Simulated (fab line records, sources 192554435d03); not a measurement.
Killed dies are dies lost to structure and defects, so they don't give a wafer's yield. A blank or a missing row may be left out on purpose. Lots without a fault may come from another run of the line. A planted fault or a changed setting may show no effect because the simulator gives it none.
fab line records | flow n5_finfet
record lots=9 wafers=25 last_day=17
route steps=1938 shown BEOL_M0_SAQP@668 BEOL_M4@1111 PASSIVATION@1936
lots that met no fault: from a run of the same line without faults
start_h: hours from the record's first day to the start of the lot's first wafer shown | wait_h: hours since the lot's step before | " the same as in the row above | L1.1+2: a row that stands for several wafers | - no value, or no start given | * or withheld: withheld | < > ~ a bound
route shown NAME@n: a module of which the file shows steps, and the number in the route of the first | usual: mean/standard deviation of fault-free wafers | same: alike in all rows | chamber/n: place in a boat | sites: the reading at each site | _std_site: their standard deviation | _edge_site: outer sites' mean less inner sites' | radius_mm: how far each site lies from the wafer's centre | mask NAME#n: copy n | behind: the tool/chamber that last shaped the wafer | hold: why the lot was held/for how many hours/how that ended | device: the transistor (n, p or np) that didn't switch | end of line: the same wafers' tests at the end of the route | a step without rows: its recipe alone | killed: dies lost to structure and defects at the first sort, not the wafer's yield | map: a wafer's dies, x killed, . not, _ none there
set.NAME: the setting as run; set.NAME@STEP: as run at that earlier step | model.NAME: the simulator's own value behind a step, which no gauge read
steps of the route over a sample of lots; a table a step, a row a wafer
services: from which hour (start_h, from the record's first day; less than 0 if before it) a tool's chamber was out of use, for how many hours, and why
## steps
# step N5_BEOL_M0_SAQP_ETCH_102
# recipe chemistry=CF4 target=SiO2 target_depth_a=40 ion_energy_ev=350 time_s=4.4 pressure_mtorr=10 icp_w=800 bias_w=400 cf4_flow_sccm=80
# usual drypump_motor_current_A=5.8/0.47 he_backside_leak_sccm=2.6/0.31 oes_product_au=1.000/0.022 throttle_valve_pct=21.8/0.3
# columns lot.wafer tool chamber start_h wait_h drypump_motor_current_A he_backside_leak_sccm oes_product_au rf_hours_counter_h throttle_valve_pct
L431.2 rie_si-01 3 136.44 0.1 5.8 2.6 1.035 135 22.2
L431.5 " 2 " " 6.3 2.5 1.006 - 21.8
L431.6 " 1 " " 6.2 2.4 0.996 - 22.0
L433.3 rie_si-01 3 143.17 0.1 5.8 2.7 1.019 135 22.2
L433.5 " 2 " " 6.2 2.3 0.987 - 21.8
L433.6 " 3 " " 5.8 2.9 1.027 - 22.1
L437.1 rie_si-02 0 160.34 0.1 5.8 2.9 1.005 54 22.2
L437.2 " 3 " " 6.5 2.6 1.018 99 21.5
L437.4 " 2 " " 5.8 2.7 0.974 108 21.9
L438.1 rie_si-03 0 171.42 0.1 5.6 2.3 1.014 9 22.2
L438.2 " 1 " " 6.2 3.0 1.015 4 22.1
L438.3 " 3 " " 4.9 2.3 0.976 7 21.4
L440.1 rie_si-01 0 185.72 0.1 5.4 3.1 0.990 126 21.6
L440.2 " 1 " " 6.2 2.3 0.990 5 22.0
L440.4 " 2 " " 6.3 2.3 1.009 9 21.8
L441.2 rie_si-03 2 188.88 0.1 6.2 2.2 1.021 111 21.4
L441.4 " 0 " " 5.6 2.5 1.027 10 22.2
L441.6 " 2 " " 6.3 2.2 1.027 - 21.4
L447.3 rie_si-01 3 230.43 0.1 5.8 2.8 1.025 137 22.2
L447.4 " 1 " " 6.3 4.8 0.993 5 22.0
L447.5 " 0 " " 5.4 2.8 0.987 - 21.6
L449.2 rie_si-02 0 243.35 0.1 5.9 3.7 1.009 56 22.2
L449.3 " 1 " " 5.4 2.4 0.966 104 21.6
L451.2 rie_si-03 1 251.84 0.1 6.2 3.0 1.028 5 22.1
L451.3 " 0 " " 5.6 2.5 1.025 11 22.2
# step N5_BEOL_M0_SAQP_SPACER2_ETCHBACK_27
# recipe chemistry=CHF3/O2 mode=anisotropic_etchback target=SiO2 target_depth_a=225 time_s=11.25 pressure_mtorr=30 source_w=650 bias_w=170 Ar_flow_sccm=200 CHF3_flow_sccm=50 O2_flow_sccm=5 ion_energy_ev=200
# usual drypump_motor_current_A=5.8/0.43 mfc_ar_sccm=200.0/0.6 oes_o_777_au=0.78/0.069 oes_product_au=0.78/0.074 rf_vpp_V=526/9.3 showerhead_plenum_p_Torr=2.39/0.054 throttle_valve_pct=18.93/0.28
# columns lot.wafer tool chamber start_h wait_h drypump_motor_current_A mfc_ar_sccm oes_o_777_au oes_product_au rf_hours_counter_h rf_vpp_V showerhead_plenum_p_Torr throttle_valve_pct
L431.2 rie_diel-06 2 137.86 0.3 6.2 199.7 0.75 0.73 178 522 2.41 19.32
L431.5 " 1 " " 5.5 199.2 0.75 0.75 - 535 2.39 18.38
L431.6 " 0 " " 5.6 198.9 0.71 0.70 - 520 2.39 19.44
L433.3 rie_diel-01 3 145.26 0.5 6.2 200.8 0.78 0.79 135 543 2.34 18.86
L433.5 " 3 " " 6.2 200.4 0.79 0.78 - 544 2.34 18.87
L433.6 " 2 " " 5.8 200.9 0.81 0.80 - 526 2.41 18.93
L437.1 rie_diel-01 2 161.88 0.3 5.9 199.9 0.80 0.78 153 525 2.41 18.93
L437.2 " 3 " " 6.2 200.9 0.78 0.77 143 542 2.33 18.87
L437.4 " 1 " " 5.4 199.2 0.73 0.75 - 508 2.32 18.81
L438.1 rie_diel-02 3 172.88 0.3 6.3 200.0 0.83 0.85 70 534 2.43 18.88
L438.2 " 0 " " 5.0 200.3 0.87 0.88 44 528 2.35 18.79
L438.3 " 1 " " 5.8 200.1 0.67 0.69 239 526 2.37 19.43
L440.1 rie_diel-01 2 189.00 0.3 5.9 201.2 0.79 0.78 163 524 2.41 18.95
L440.2 " 3 " " 6.2 199.8 0.77 0.77 153 541 2.33 18.90
L440.4 " 1 " " 5.5 200.1 0.73 0.75 172 510 2.32 18.82
L441.2 rie_diel-02 0 191.81 0.3 5.0 198.3 0.86 0.87 49 528 2.35 18.78
L441.4 " 3 " " 6.4 200.3 0.82 0.84 76 535 2.43 18.89
L441.6 " 2 " " 6.0 200.1 0.71 0.72 - 524 2.48 19.09
L447.3 rie_diel-01 0 232.30 0.3 6.4 199.5 0.92 0.93 20 522 2.36 18.50
L447.4 " 0 " " 6.3 199.8 0.92 0.93 - 523 2.36 18.49
L447.5 " 1 " " 5.4 201.0 0.72 0.74 - 509 2.31 18.84
L449.2 rie_diel-01 1 245.13 0.3 5.4 200.0 0.72 0.72 191 510 2.31 18.86
L449.3 " 0 " " 6.3 200.5 0.91 0.92 24 523 2.35 18.50
L451.2 rie_diel-01 1 253.26 0.3 5.4 199.8 0.71 0.73 193 509 2.31 18.87
L451.3 " 0 " " 6.4 199.7 0.90 0.91 28 524 2.35 18.51
# step N5_BEOL_M0_SAQP_EXPOSE_37
# recipe mask_id=M0_CUT1 na=0.33 source_shape=annular sigma_inner=0.35 sigma_outer=0.8 polarization=unpolarized target_cd_nm=30 dose_mj=44.75
# columns lot.wafer tool chamber start_h wait_h mask
L431.2+5+6 euv_scanner-02 0 138.36 - M0_CUT1#0
L433.3+5+6 euv_scanner-01 0 145.77 - M0_CUT1#0
L437.1+2+4 euv_scanner-02 0 162.26 - M0_CUT1#0
L438.1+2+3 euv_scanner-01 0 173.38 - M0_CUT1#0
L440.1+2+4 euv_scanner-02 0 189.37 - M0_CUT1#0
L441.2+4+6 euv_scanner-01 0 192.32 - M0_CUT1#0
L447.3+4+5 euv_scanner-02 0 233.62 - M0_CUT1#0
L449.2+3 euv_scanner-02 0 245.51 - M0_CUT1#0
L451.2+3 euv_scanner-02 0 253.64 - M0_CUT1#0
# step N5_BEOL_M0_SAQP_CD_MEAS_40
# recipe target_cd_nm=30 landing_energy_ev=500 detector=se_inlens
# usual cd_nm=30.00/0.24
# same landing_energy_ev=500
# columns lot.wafer tool chamber start_h wait_h cd_nm
L431.2 cd_sem-02 0 138.49 - 30.01
L431.5 " 0 " " 29.82
L431.6 " 0 " " 29.85
L433.3 cd_sem-03 0 145.89 - 29.97
L433.5 " 0 " " 30.26
L433.6 " 0 " " 30.09
L437.1 cd_sem-01 0 162.40 - 29.94
L437.2 " 0 " " 29.86
L437.4 " 0 " " 29.88
L438.1 cd_sem-02 0 173.51 - 30.04
L438.2 " 0 " " 30.16
L438.3 " 0 " " 30.03
L440.1 cd_sem-01 0 189.51 - 30.31
L440.2 " 0 " " 29.92
L440.4 " 0 " " 30.30
L441.2 cd_sem-01 0 192.45 - 29.73
L441.4 " 0 " " 29.77
L441.6 " 0 " " 29.99
L447.3 cd_sem-02 0 233.74 - 29.94
L447.4 " 0 " " 29.96
L447.5 " 0 " " 29.81
L449.2 cd_sem-03 0 245.63 - 23.80
L449.3 " 0 " " 23.90
L451.2 cd_sem-02 0 253.77 - 24.78
L451.3 " 0 " " 24.73
# step N5_BEOL_M0_SAQP_ALD_48
# recipe material=SiO2 target_thk_a=200 temp_c=100 ald_precursor_family=BDEAS ald_co_reactant=O2-plasma pulse_time_s=1 co_reactant_pulse_time_s=1 purge_time_s=2 co_reactant_purge_time_s=2 ald_cycles=139 pressure_torr=2
# usual heater_power_w=78/6.8 precursor_pulse_height_rel=1.001/0.021
# same ald_cycles=139
# columns lot.wafer tool chamber start_h wait_h heater_power_w precursor_pulse_height_rel
L431.2 ald_sin-01 2 139.08 0.0 69 1.039
L431.5 " 2 " " 68 1.028
L431.6 " 3 " " 85 1.021
L433.3 ald_sin-04 0 146.30 0.0 77 0.988
L433.5 " 0 " " 77 0.994
L433.6 " 3 " " 77 1.025
L437.1 ald_sin-03 1 162.80 0.0 73 1.017
L437.2 " 2 " " 81 1.003
L437.4 " 0 " " 63 0.997
L438.1 ald_sin-04 1 174.07 0.2 85 1.003
L438.2 " 0 " " 76 1.010
L438.3 " 2 " " 79 1.054
L440.1 ald_sin-04 0 190.75 0.9 78 0.999
L440.2 " 2 " " 78 0.970
L440.4 " 0 " " 77 0.995
L441.2 ald_sin-04 2 192.85 0.0 76 1.015
L441.4 " 2 " " 76 0.998
L441.6 " 1 " " 86 1.022
L447.3 ald_sin-03 0 234.22 0.1 64 0.993
L447.4 " 0 " " 65 1.040
L447.5 " 1 " " 73 0.994
L449.2 ald_sin-01 0 246.05 0.0 84 1.034
L449.3 " 2 " " 68 1.018
L451.2 ald_sin-01 0 254.18 0.0 84 0.961
L451.3 " 1 " " 86 1.010
# step N5_BEOL_M4_RC_MEAS_101
# usual DIBL_N=35.3/1.5 DIBL_P=35.3/1.9 IOFF_N=0.145/0.027 IOFF_P=0.20/0.033 ION_N=670/12 ION_P=462/6.8 SS_N=71.3/0.6 SS_P=73.1/0.7 VT_N=251/3.4 VT_P=-251/3.2
# columns lot.wafer tool chamber start_h wait_h DIBL_N[mV/V] DIBL_P[mV/V] IOFF_N[nA/um] IOFF_P[nA/um] ION_N[uA/um] ION_P[uA/um] SS_N[mV/dec] SS_P[mV/dec] VT_N[mV] VT_P[mV]
L433.3 prober-01 0 204.08 0.3 36.7 36.6 0.162 0.24 669 464 71.9 73.4 251 -247
L433.5 " 0 " " 35.3 35.2 0.133 0.22 664 466 71.6 73.0 251 -249
L433.6 " 0 " " 36.8 37.3 0.160 0.25 679 467 72.0 73.3 248 -245
L431.2 prober-01 0 230.05 0.2 35.8 34.8 0.142 0.18 673 457 71.2 73.5 251 -254
L431.5 " 0 " " 35.6 35.3 0.137 0.19 672 461 70.9 73.3 252 -252
L431.6 " 0 " " 35.3 34.3 0.125 0.17 665 460 70.9 73.4 255 -255
L437.1 prober-01 0 240.44 0.0 35.3 35.3 0.149 0.23 674 465 71.1 73.4 251 -250
L437.2 " 0 " " 32.1 31.7 0.108 0.17 662 460 70.5 71.9 254 -250
L437.4 " 0 " " 34.6 35.5 0.132 0.21 664 462 71.6 72.2 253 -246
L438.1 prober-02 0 241.10 0.0 33.6 32.8 0.111 0.17 659 452 70.7 71.5 256 -253
L438.2 " 0 " " 33.6 33.8 0.130 0.20 674 474 70.3 72.5 249 -250
L438.3 " 0 " " 34.0 34.8 0.126 0.20 656 458 71.2 72.3 255 -248
L440.1 prober-02 0 253.58 0.0 38.1 38.5 0.190 0.24 674 465 71.6 74.1 246 -246
L440.2 " 0 " " 34.4 35.4 0.132 0.20 662 463 70.5 73.4 251 -251
L440.4 " 0 " " 34.9 35.4 0.134 0.20 651 452 72.0 72.8 250 -250
L441.2 prober-02 0 262.70 0.2 35.4 36.4 0.139 0.19 662 460 71.7 73.9 252 -250
L441.4 " 0 " " 33.1 33.2 0.101 0.15 649 449 71.2 72.4 256 -253
L441.6 " 0 " " 32.8 33.1 0.107 0.15 663 449 71.0 72.7 256 -255
L447.3 prober-01 0 302.49 0.3 35.4 36.6 0.162 0.20 679 462 71.3 73.0 248 -253
L447.4 " 0 " " 35.7 36.8 0.163 0.20 680 464 70.8 73.5 248 -254
L447.5 " 0 " " 33.4 34.4 0.128 0.16 675 462 69.8 72.7 250 -256
# step N5_PASSIVATION_PROBE_49
# usual defect_limited_yield=91.2/1.5 killed_at_M0_to_M3=34/11 killed_at_M4_up=14/5.4 killed_at_contacts=12/5.9 killed_at_front_end=40/12 killed_at_other=4/3.3 killed_dies=103/18 killed_on_rim=14/4.1 killed_open=68/13 killed_short=34/7.5 sort_bin_5_function=5.1/1 sort_bin_6_memory=3.3/0.7 sort_n_pass=1076/18 sort_yield_pct=91.2/1.5
# same gross_dies=1180 killed_at_back_side=0 sort_bin_4_leakage[%]=0 sort_bin_8_speed[%]=0
# columns lot.wafer tool chamber start_h wait_h defect_limited_yield[%] killed_at_M0_to_M3 killed_at_M4_up killed_at_contacts killed_at_front_end killed_at_other killed_dies killed_on_rim killed_open killed_short sort_bin_5_function[%] sort_bin_6_memory[%] sort_n_pass sort_yield_pct[%]
L437.1 prober-01 - 347.07 0.0 90.3 41 11 23 38 1 114 16 68 45 5.5 3.6 1066 90.3
L437.2 prober-01 - 347.12 0.1 89.7 26 23 18 51 3 121 19 91 30 5.0 5.3 1059 89.7
L437.4 prober-01 - 347.22 0.2 92.9 31 20 7 25 1 84 13 54 27 4.3 2.6 1096 92.9
L440.1 prober-01 - 359.48 0.0 92.0 27 21 4 41 1 94 8 66 28 5.0 2.6 1086 92.0
L440.2 prober-01 - 359.53 0.1 92.5 31 12 9 36 1 89 18 51 36 4.1 2.9 1091 92.5
L440.4 prober-01 - 359.63 0.2 90.8 26 28 10 42 3 109 10 75 33 5.3 3.6 1071 90.8
L447.4 prober-01 - 414.89 0.2 92.6 30 15 6 33 3 87 16 54 33 4.5 2.8 1093 92.6
L451.2 prober-01 - 416.38 0.1 0 1122 19 8 30 1 1180 152 60 37 4.7 3.6 0 0
L451.3 prober-01 - 416.43 0.1 0 1118 16 15 30 1 1180 152 77 37 5.7 3.8 0 0
L449.2 prober-01 - 416.68 0.4 0 1122 19 8 29 2 1180 152 74 24 4.8 3.6 0 0
L449.3 prober-01 - 416.73 0.4 0 1133 1 8 37 1 1180 152 59 32 4.9 3.0 0 0
# killed by level:class
L437.1 MOL_CONTACT_COAG:geometric_particle:open=20 FIN_SAQP:geometric_particle:short=10 BEOL_M0_SAQP:geometric_particle:short=10 BEOL_M0_SAQP:geometric_particle:open=9 FIN_SAQP:geometric_particle:open=6 STI_FIN_REVEAL:geometric_particle:open=6 BEOL_M2:geometric_particle:short=6 BEOL_M4:geometric_particle:open=6
L437.2 FIN_SAQP:geometric_particle:open=16 MOL_CONTACT_COAG:geometric_particle:open=14 BEOL_M5:geometric_particle:open=12 FIN_SAQP:geometric_particle:short=11 STI_FIN_REVEAL:geometric_particle:open=9 BEOL_M4:geometric_particle:open=8 BEOL_M2:geometric_particle:open=7 BEOL_M3:geometric_particle:open=5
L437.4 BEOL_M0_SAQP:geometric_particle:open=9 BEOL_M3:geometric_particle:open=8 BEOL_M4:geometric_particle:open=7 MOL_CONTACT_COAG:geometric_particle:open=6 FIN_SAQP:geometric_particle:open=4 FIN_SAQP:geometric_particle:short=4 GATE_CUT:geometric_particle:short=3 BEOL_M0_SAQP:geometric_particle:short=3
L440.1 BEOL_M4:geometric_particle:open=11 FIN_SAQP:geometric_particle:open=10 FIN_SAQP:geometric_particle:short=7 BEOL_M0_SAQP:geometric_particle:open=6 BEOL_M2:geometric_particle:open=6 STI_FIN_REVEAL:geometric_particle:open=5 BEOL_M3:geometric_particle:open=5 BEOL_M0_SAQP:geometric_particle:short=4
L440.2 BEOL_M0_SAQP:geometric_particle:short=11 BEOL_M0_SAQP:geometric_particle:open=10 ILD0:geometric_particle:short=8 MOL_CONTACT_COAG:geometric_particle:open=8 FIN_SAQP:geometric_particle:open=5 FIN_SAQP:geometric_particle:short=5 STI_FIN_REVEAL:geometric_particle:open=4 BEOL_M3:geometric_particle:open=4
L440.4 BEOL_M4:geometric_particle:open=17 FIN_SAQP:geometric_particle:short=16 FIN_SAQP:geometric_particle:open=14 MOL_CONTACT_COAG:geometric_particle:open=10 BEOL_M0_SAQP:geometric_particle:open=7 BEOL_M0:geometric_particle:open=6 ILD0:geometric_particle:short=4 BEOL_M0_SAQP:geometric_particle:short=4
L447.4 BEOL_M1:geometric_particle:open=9 BEOL_M0_SAQP:geometric_particle:open=8 BEOL_M0_SAQP:geometric_particle:short=8 FIN_SAQP:geometric_particle:short=7 MOL_CONTACT_COAG:geometric_particle:open=6 FIN_SAQP:geometric_particle:open=5 STARTING-WAFER:geometric_particle:short=5 BEOL_M7:geometric_particle:open=4
L451.2 BEOL_M0_SAQP:area_expose=1083 STI_FIN_REVEAL:geometric_particle:open=10 BEOL_M0_SAQP:geometric_particle:short=10 BEOL_M0_SAQP:geometric_particle:open=9 BEOL_M1:geometric_particle:open=8 BEOL_M4:geometric_particle:short=7 FIN_SAQP:geometric_particle:short=5 MOL_CONTACT_COAG:geometric_particle:open=5
L451.3 BEOL_M0_SAQP:area_expose=1066 BEOL_M0_SAQP:geometric_particle:short=14 MOL_CONTACT_COAG:geometric_particle:open=13 BEOL_M2:geometric_particle:open=10 STI_FIN_REVEAL:geometric_particle:open=8 BEOL_M3:geometric_particle:open=8 BEOL_M0_SAQP:geometric_particle:open=7 BEOL_M0:geometric_particle:short=5
L449.2 BEOL_M0_SAQP:area_expose=1082 BEOL_M0_SAQP:geometric_particle:open=10 BEOL_M0_SAQP:geometric_particle:short=9 FIN_SAQP:geometric_particle:open=8 MOL_CONTACT_COAG:geometric_particle:open=8 STI_FIN_REVEAL:geometric_particle:open=7 BEOL_M3:geometric_particle:open=7 BEOL_M5:geometric_particle:open=6
L449.3 BEOL_M0_SAQP:area_expose=1089 STI_FIN_REVEAL:geometric_particle:open=9 BEOL_M2:geometric_particle:open=9 MOL_CONTACT_COAG:geometric_particle:open=8 BEOL_M0_SAQP:geometric_particle:short=8 BEOL_M3:geometric_particle:open=7 FIN_SAQP:geometric_particle:short=6 BEOL_M0:geometric_particle:open=6
## services
# columns tool chamber start_h hours kind
rie_diel-02 - 113.36 0.2 repair
rie_diel-01 0 117.13 8.1 repair
rie_si-01 2 117.89 3.0 repair
rie_diel-02 1 122.10 29.3 repair
rie_si-02 2 125.50 2.1 repair
euv_scanner-02 - 140.57 4.6 pm
euv_scanner-02 - 147.53 1.0 pm
euv_scanner-01 - 158.80 4.6 pm
ald_sin-04 3 164.23 72.6 repair
ald_sin-01 2 169.33 3.1 repair
rie_si-02 3 171.94 12.5 repair
ald_sin-04 0 176.52 6.5 repair
ald_sin-04 - 176.75 14.0 pm
ald_sin-03 0 176.91 4.8 repair
euv_scanner-01 - 187.20 0.3 repair
euv_scanner-02 - 203.68 1.0 pm
ald_sin-04 0 205.22 2.2 repair
rie_si-03 3 210.44 2.9 repair
euv_scanner-01 - 216.60 1.0 pm
euv_scanner-01 - 223.48 67.0 repair
ald_sin-03 3 223.98 16.6 repair
rie_si-03 - 225.63 0.6 repair
ald_sin-04 0 232.86 4.4 repair
rie_diel-02 0 242.88 8.6 repair
## key
first_sign step=N5_BEOL_M0_SAQP_CD_MEAS_40 reading=cd_nm direction=down sigmas=23 usual=30.00 struck=24.30
effect step=N5_PASSIVATION_PROBE_49 reading=killed_at_M0_to_M3 direction=up sigmas=98 usual=34 struck=1124
more_kills_born_at N5_BEOL_M0_SAQP_EXPOSE_37@euv_scanner-02=4320
met_at N5_BEOL_M0_SAQP_EXPOSE_37
struck_lots L449,L451
struck_wafers L449.2,L449.3,L451.2,L451.3
later_rows_left_out L449.2,L449.3,L451.2,L451.3
not_acting_at N5_BEOL_M0_SAQP_ETCH_102,N5_BEOL_M0_SAQP_SPACER2_ETCHBACK_27,N5_BEOL_M0_SAQP_ALD_48
onset_between 233.62 245.51
also_fits time
fault kind=process_parameter_drift tool=euv_scanner-02 chamber=- onset_h=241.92 steps=N5_BEOL_M0_SAQP_EXPOSE_37 channel=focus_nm offset=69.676 shape=step end_h=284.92 scope=struck_wafers_only
# later_rows_left_out: the simulator's readings of these wafers behind a module that went badly wrong aren't trusted and aren't shown, but for the sort
